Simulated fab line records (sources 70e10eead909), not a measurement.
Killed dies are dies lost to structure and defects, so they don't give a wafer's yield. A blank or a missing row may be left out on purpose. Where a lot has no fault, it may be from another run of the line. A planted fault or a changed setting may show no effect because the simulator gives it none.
Matching of chambers    flow nand_harc    NHARC_A_STAIRCASE_DESCUM_168 on rie_diel-11: 4 sister chambers
The step chemistry O2, time 3 s. 4 wafers are shown with their chamber, then 8 later ones without.

WAFERS PAIRED WITH THEIR CHAMBERS
wafer   chamber  showerhead_plenum_p_Torr (Torr)
L078.2  3        2.06
L082.1  2        1.84
L084.6  1        1.89
L086.2  0        2.04

WAFERS WITH NO CHAMBER GIVEN
wafer   showerhead_plenum_p_Torr (Torr)
L086.3  1.84
L086.6  1.84
L091.2  1.84
L091.3  2.03
L091.6  1.88
L096.1  2.04
L096.3  1.83
L096.4  2.02

CHAMBER TAKEN BY EACH
wafer    from the rows above   in truth
L086.3   2                     2
L086.6   2                     2
L091.2   2                     2
L091.3   0                     0
L091.6   1                     1
L096.1   0                     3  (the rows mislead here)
L096.3   2                     2
L096.4   0                     0
7 of 8 placed correctly. Not placeable from these rows: 0. Placed wrongly: 1.
How it was worked out, from the rows above alone: a wafer's distance from a chamber is the root of the sum, over the readings, of the square of ((its reading less the chamber's mean) divided by the reading's scatter). If the next closest chamber is less than 2 further off than the closest, the wafer can't be placed; otherwise it belongs to the closest. For every chamber, the mean is computed from those of its wafers that are shown. The scatter (one wafer shown for each chamber): square how far every hidden wafer sits from the nearest shown wafer, average those squares and take the square root.
